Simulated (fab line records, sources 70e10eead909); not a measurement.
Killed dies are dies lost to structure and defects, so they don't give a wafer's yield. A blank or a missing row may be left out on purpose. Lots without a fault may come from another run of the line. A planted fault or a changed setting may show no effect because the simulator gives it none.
fab line records | flow nand_harc
record lots=6 wafers=18 last_day=33
route steps=1302 shown P_M2@332
lots that met no fault: from a run of the same line without faults
start_h: hours from the record's first day to the start of the lot's first wafer shown | wait_h: hours since the lot's step before | " the same as in the row above | L1.1+2: a row that stands for several wafers | - no value, or no start given | * or withheld: withheld | < > ~ a bound
route shown NAME@n: a module of which the file shows steps, and the number in the route of the first | usual: mean/standard deviation of fault-free wafers | same: alike in all rows | chamber/n: place in a boat | sites: the reading at each site | _std_site: their standard deviation | _edge_site: outer sites' mean less inner sites' | radius_mm: how far each site lies from the wafer's centre | mask NAME#n: copy n | behind: the tool/chamber that last shaped the wafer | hold: why the lot was held/for how many hours/how that ended | device: the transistor (n, p or np) that didn't switch | end of line: the same wafers' tests at the end of the route | a step without rows: its recipe alone | killed: dies lost to structure and defects at the first sort, not the wafer's yield | map: a wafer's dies, x killed, . not, _ none there
set.NAME: the setting as run; set.NAME@STEP: as run at that earlier step | model.NAME: the simulator's own value behind a step, which no gauge read
lots at some steps of the route; a table a step, a row a wafer
services: from which hour (start_h, from the record's first day; less than 0 if before it) a tool's chamber was out of use, for how many hours, and why
## steps
# step NHARC_P_M2_ETCH_35
# recipe target_depth_a=400 overetch_a=120 time_s=43.94 ion_energy_ev=200 n2_flow_sccm=150 h2_flow_sccm=150 ar_flow_sccm=0 rf_w=400 bias_w=150 chemistry=N2/H2
# usual bias_w=150.0/0.48 drypump_motor_current_A=5.64/0.27 oes_product_au=0.999/0.007 rf_vpp_V=432.3/2.4 showerhead_plenum_p_Torr=2.10/0.086 throttle_valve_pct=14.171/0.0094
# same time_s=43.94
# columns lot.wafer tool chamber start_h wait_h bias_w drypump_motor_current_A oes_product_au rf_hours_counter_h rf_vpp_V showerhead_plenum_p_Torr throttle_valve_pct
L257.3 rie_diel-12 2 150.50 0.1 150.0 5.52 0.996 4.2 433.7 2.16 14.180
L257.5 " 3 " " 150.6 5.96 0.987 - 433.4 2.10 14.183
L257.6 " 0 " " 149.9 6.03 1.002 - 426.2 1.93 14.161
L267.4 rie_diel-07 2 252.00 0.1 150.2 5.71 0.992 7.5 433.5 2.19 14.161
L267.1 " 3 " " 150.3 5.79 1.001 8.4 435.3 2.19 14.177
L267.2 " 1 " " 150.1 5.40 0.997 8.3 434.1 2.15 14.173
L268.4 rie_diel-07 3 255.41 0.1 151.1 5.79 0.994 8.4 434.7 2.19 14.166
L268.3 " 1 " " 149.6 5.39 0.993 8.4 432.6 2.15 14.169
L268.6 " 2 " " 149.8 5.76 0.992 - 434.6 2.19 14.166
L274.3 rie_diel-07 0 322.21 0.1 149.6 5.18 1.009 0.9 431.3 2.05 14.168
L274.4 " 3 " " 150.2 5.79 0.994 0.8 434.7 2.19 14.172
L274.5 " 1 " " 149.3 5.40 1.008 - 434.2 2.15 14.184
L275.4 rie_diel-09 0 336.17 0.1 150.9 6.10 0.992 0.5 433.2 2.15 14.177
L275.1 " 1 " " 150.7 5.45 0.992 0.4 426.2 1.91 14.174
L275.5 " 3 " " 149.7 5.72 1.003 - 429.0 2.01 14.174
L277.4 rie_diel-07 2 347.66 0.1 150.4 5.72 0.996 2.9 435.2 2.19 14.177
L277.6 " 3 " " 149.9 5.79 0.990 - 433.8 2.19 14.164
L277.5 " 0 " " 149.9 5.21 1.007 - 431.4 2.05 14.163
# step NHARC_P_M2_ETCH_15
# recipe target_depth_a=1825 time_s=91.2 c4f8_flow_sccm=withheld ar_flow_sccm=400 rf_w=600 bias_w=300 chemistry=C4F8/Ar
# step NHARC_P_M2_CD_MEAS_16
# usual cd_nm=170.1/0.67
# columns lot.wafer tool chamber start_h wait_h cd_nm
L257.3 cd_sem-03 - 150.71 - 169.8
L257.5 " - " " 169.0
L257.6 " - " " 168.7
L267.1 cd_sem-01 - 252.22 - 171.5
L267.2 " - " " 170.2
L267.4 " - " " 171.3
L268.3 cd_sem-02 - 255.62 - 170.5
L268.4 " - " " 170.7
L268.6 " - " " 171.8
L274.3 cd_sem-03 - 322.44 - 171.7
L274.4 " - " " 171.1
L274.5 " - " " 170.8
L275.1 cd_sem-02 - 336.38 - 169.9
L275.4 " - " " 169.8
L275.5 " - " " 169.9
L277.4 cd_sem-02 - 347.87 - 170.4
L277.5 " - " " 170.1
L277.6 " - " " 169.4
# step NHARC_P_M2_STRIP_18
# recipe power_w=1000 n2_flow_sccm=150 h2_flow_sccm=150 ar_flow_sccm=0 bias_w=0 chemistry=N2/H2
# usual drypump_motor_current_A=5.7/0.3 oes_product_au=0.998/0.0071 rf_vpp_V=90.8/1.1 showerhead_plenum_p_Torr=2.06/0.1 throttle_valve_pct=14.172/0.0096
# same bias_w=0
# columns lot.wafer tool chamber start_h wait_h drypump_motor_current_A oes_product_au rf_hours_counter_h rf_vpp_V showerhead_plenum_p_Torr throttle_valve_pct
L257.3 rie_diel-07 1 150.80 0.1 5.4 0.990 1.4 91.8 2.15 14.177
L257.5 " 0 " " 5.2 0.990 - 90.5 2.06 14.171
L257.6 " 1 " " 5.4 0.990 - 91.6 2.15 14.179
L267.2 rie_diel-12 2 252.29 0.1 5.5 0.987 9.7 91.2 2.16 14.159
L267.4 " 3 " " 5.9 1.000 9.3 91.3 2.10 14.197
L267.1 " 1 " " 5.2 0.995 8.1 89.9 1.93 14.172
L268.4 rie_diel-09 3 255.69 0.1 5.7 1.009 4.7 90.4 2.01 14.160
L268.3 " 1 " " 5.4 1.003 4.3 90.7 1.91 14.184
L268.6 " 0 " " 6.1 0.998 - 91.1 2.15 14.179
L274.4 rie_diel-12 0 322.51 0.1 6.0 0.996 3.2 89.3 1.93 14.180
L274.3 " 1 " " 5.2 1.002 2.8 90.1 1.93 14.180
L274.5 " 0 " " 6.0 1.007 - 89.7 1.93 14.166
L275.4 rie_diel-12 0 336.45 0.1 6.1 1.005 3.3 91.2 1.93 14.165
L275.1 " 3 " " 5.9 0.999 3.6 89.6 2.10 14.180
L275.5 " 0 " " 6.0 0.995 - 91.2 1.93 14.175
L277.4 rie_diel-12 1 347.96 0.1 5.3 1.002 4.8 89.6 1.93 14.171
L277.6 " 0 " " 6.0 0.993 - 88.7 1.93 14.177
L277.5 " 1 " " 5.3 0.997 - 88.8 1.93 14.163
# step NHARC_P_M2_ETCH_28
# recipe target_depth_a=300 over_etch_frac=0.3 time_s=72.99 ion_energy_ev=150 cf4_flow_sccm=50 n2_flow_sccm=100 ar_flow_sccm=150 rf_w=300 bias_w=100 chemistry=CF4/N2
# usual bias_w=100.03/0.29 drypump_motor_current_A=5.7/0.31 oes_product_au=0.998/0.007 rf_vpp_V=314.5/2.3 showerhead_plenum_p_Torr=2.65/0.12 throttle_valve_pct=19.795/0.0091
# same over_etch_frac=0.3 time_s=72.99
# columns lot.wafer tool chamber start_h wait_h bias_w drypump_motor_current_A oes_product_au rf_hours_counter_h rf_vpp_V showerhead_plenum_p_Torr throttle_valve_pct
L257.3 rie_diel-07 2 - - 99.73 5.7 0.998 0.4 316.1 2.81 19.795
L257.5 " 1 " " 100.19 5.4 1.000 - 316.3 2.76 19.798
L257.6 " 2 " " 99.57 5.7 0.998 - 318.6 2.81 19.785
L267.2 rie_diel-12 2 - - 99.63 5.5 1.006 9.8 317.1 2.77 19.801
L267.1 " 3 " " 100.03 5.9 1.014 9.3 315.5 2.70 19.778
L267.4 " 1 " " 99.92 5.3 0.998 8.1 311.7 2.50 19.789
L268.3 rie_diel-09 1 - - 100.01 5.4 0.997 4.3 310.9 2.47 19.783
L268.4 " 2 " " 99.96 5.7 1.000 5.1 317.2 2.71 19.804
L268.6 " 2 " " 99.66 5.7 0.994 - 315.6 2.71 19.798
L274.4 rie_diel-12 2 - - 99.81 5.5 0.996 3.0 317.1 2.77 19.797
L274.3 " 0 " " 100.22 6.0 0.995 3.3 310.6 2.49 19.783
L274.5 " 2 " " 99.13 5.5 1.002 - 316.2 2.77 19.799
L275.1 rie_diel-12 2 - - 100.39 5.5 1.005 3.2 315.1 2.77 19.791
L275.4 " 3 " " 100.40 6.0 1.005 3.6 315.7 2.69 19.806
L275.5 " 2 " " 100.47 5.5 1.004 - 318.0 2.77 19.799
L277.4 rie_diel-12 0 - - 100.00 6.0 1.001 5.0 312.8 2.49 19.775
L277.5 " 2 " " 100.26 5.5 0.991 - 317.2 2.76 19.801
L277.6 " 3 " " 99.68 5.9 0.999 - 315.6 2.69 19.801
# step NHARC_P_M2_STRIP_19
# recipe time_s=600 temp_c=30 chemistry=post_etch_residue_remover
# step NHARC_P_M2_DEGAS_29
# recipe temp_c=250 time_s=60
# step NHARC_P_M2_PRE_CLEAN_30
# recipe time_s=30 temp_c=280 gas=H2/He
# usual heater_power_w=441/40
# same time_s=30
# columns lot.wafer tool chamber start_h wait_h heater_power_w
L257.3 pvd_sputter-03 - - - 431
L257.6 " - " " 434
L257.5 " - " " 393
L267.2 pvd_sputter-02 - - - 464
L267.4 " - " " 371
L267.1 " - " " 422
L268.3 pvd_sputter-02 - - - 461
L268.4 " - " " 372
L268.6 " - " " 470
L274.4 pvd_sputter-02 - - - 499
L274.3 " - " " 454
L274.5 " - " " 470
L275.4 pvd_sputter-02 - - - 452
L275.1 " - " " 425
L275.5 " - " " 445
L277.4 pvd_sputter-01 - - - 509
L277.5 " - " " 489
L277.6 " - " " 508
# step NHARC_P_M2_PVD_20
# recipe target_thk_a=50 bias_v=168.6 power_w=15000 chamber_pressure_pa=0.12 time_s=8.06 substrate_temp_c=50 material=TaN
# step NHARC_P_M2_PVD_21
# recipe target_thk_a=300 chamber_pressure_pa=5 power_w=5000 substrate_temp_c=30 time_s=20.49 material=Cu
# step NHARC_P_M2_ECD_22
# recipe target_thk_a=4000 bath_temp_c=25 material=Cu
# step NHARC_P_M2_ANNEAL_31
# recipe temp_c=225 time_s=90
# usual anneal_temp_c_max=225.71/0.23 wafer_temp_C_max=225.73/0.22
# same time_s=90
# columns lot.wafer tool chamber start_h wait_h anneal_temp_c_max wafer_temp_C_max
L257.3 rtp_anneal-01 0 152.26 - 225.83 226.08
L257.5 " 0 " " 225.82 225.99
L257.6 " 0 " " 225.81 225.95
L267.1 rtp_anneal-02 0 253.67 - 225.71 225.66
L267.2 " 0 " " 226.17 225.74
L267.4 " 0 " " 225.82 225.71
L268.3 rtp_anneal-01 0 257.17 - 225.68 225.89
L268.4 " 0 " " 225.40 225.69
L268.6 " 0 " " 225.78 225.44
L274.3 rtp_anneal-01 0 323.98 0.3 225.86 225.50
L274.4 " 0 " " 225.68 225.35
L274.5 " 0 " " 225.73 225.48
L275.1 rtp_anneal-01 0 337.83 0.3 225.27 225.59
L275.4 " 0 " " 225.93 225.93
L275.5 " 0 " " 225.58 225.66
L277.4 rtp_anneal-01 0 349.47 0.3 225.42 226.16
L277.5 " 0 " " 225.61 225.93
L277.6 " 0 " " 225.59 225.43
# step NHARC_P_M2_CMP_23
# recipe t_overpolish_s=20 target_thk_nm=144.3
# usual edge_zone_pressure_frac=1.000/0.0051 motor_current_A=11.8/1.6 retaining_ring_pressure_frac=0.999/0.0046 time_to_endpoint_s=29.0/2
# columns lot.wafer tool chamber start_h wait_h edge_zone_pressure_frac motor_current_A retaining_ring_pressure_frac time_to_endpoint_s
L257.3 cmp-04 3 152.53 - 1.004 11.0 1.001 27.5
L257.6 " 2 " " 0.990 11.2 1.000 29.2
L257.5 " 3 " " 1.000 10.2 1.003 28.2
L267.4 cmp-04 3 254.01 - - - - -
L267.2 " 0 " " - - - -
L267.1 " 1 " " - - - -
L268.4 cmp-03 0 257.47 - - - - -
L268.3 " 1 " " - - - -
L268.6 " 2 " " - - - -
L274.4 cmp-04 2 324.25 - 0.996 10.6 1.002 27.6
L274.3 " 0 " " 1.005 14.1 0.995 29.2
L274.5 " 2 " " 1.003 10.5 0.998 28.5
L275.1 cmp-01 3 338.17 - 1.007 13.1 0.997 30.7
L275.4 " 2 " " 1.001 13.7 0.998 28.4
L275.5 " 0 " " 0.998 10.7 0.997 31.7
L277.4 cmp-04 0 349.72 - 0.986 14.0 1.008 30.2
L277.5 " 2 " " 1.000 10.5 0.990 29.3
L277.6 " 3 " " 1.001 10.5 1.000 27.4
# step NHARC_P_M2_THK_MEAS_24
# recipe thk_meas_gauge=xrf
# usual thk_nm=144.6/1.5
# columns lot.wafer tool chamber start_h wait_h thk_nm
L257.3 film_metro-02 - 152.82 - 145.0
L257.5 " - " " 144.4
L257.6 " - " " 143.5
L267.1 film_metro-01 - 254.32 0.2 398.3
L267.2 " - " " 392.1
L267.4 " - " " 396.1
L268.3 film_metro-01 - 257.73 0.2 404.7
L268.4 " - " " 405.3
L268.6 " - " " 401.7
L274.3 film_metro-02 - 324.54 - 144.2
L274.4 " - " " 146.1
L274.5 " - " " 146.1
L275.1 film_metro-02 - 338.48 - 143.9
L275.4 " - " " 142.4
L275.5 " - " " 145.1
L277.4 film_metro-02 - 349.98 - 144.0
L277.5 " - " " 143.6
L277.6 " - " " 142.8
# step NHARC_P_M2_SRD_25
## services
# columns tool chamber start_h hours kind
rie_diel-07 3 128.44 15.7 repair
pvd_sputter-02 - 132.32 9.9 repair
rie_diel-07 2 135.98 10.6 repair
rie_diel-09 - 143.12 9.0 pm
cmp-03 - 163.02 4.0 pm
pvd_sputter-03 - 170.05 10.0 pm
rie_diel-09 3 172.96 11.6 repair
cmp-01 - 185.50 4.0 pm
cmp-04 - 209.26 4.0 pm
rie_diel-09 1 218.83 4.4 repair
cmp-01 - 224.47 1.6 repair
pvd_sputter-01 - 226.00 10.0 pm
rie_diel-12 0 226.33 6.4 repair
rie_diel-09 - 251.28 1.1 repair
rie_diel-12 0 266.80 9.4 repair
rie_diel-12 - 268.45 9.0 pm
rie_diel-07 3 270.95 13.2 repair
pvd_sputter-02 - 282.00 10.0 pm
rie_diel-12 1 288.13 6.1 repair
rie_diel-07 - 294.20 9.0 pm
pvd_sputter-02 - 294.71 1.7 repair
rie_diel-12 2 303.32 3.3 repair
cmp-04 - 307.26 4.0 pm
rie_diel-09 - 320.15 9.0 pm
## key
first_sign step=NHARC_P_M2_CMP_23 reading=tool_record direction=missing
effect step=NHARC_P_M2_THK_MEAS_24 reading=thk_nm direction=up sigmas=99+ usual=144.6 struck=399.7
met_at NHARC_P_M2_CMP_23
struck_wafers L267.1,L267.2,L267.4,L268.3,L268.4,L268.6
later_rows_left_out L267.1,L267.2,L267.4,L268.3,L268.4,L268.6
sort_left_out L267.1,L267.2,L267.4,L268.3,L268.4,L268.6
onset_between 152.53 254.01
fault kind=skipped_step_whole tool=cmp-03,cmp-04 chamber=- onset_h=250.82 steps=NHARC_P_M2_CMP_23 scope=struck_lots_only
# sort_left_out: the simulated sort isn't trusted on such a fault, so these wafers' sort isn't shown, and their yield isn't known
# later_rows_left_out: the simulator's readings of these wafers behind a module that went badly wrong aren't trusted and aren't shown, but for the sort
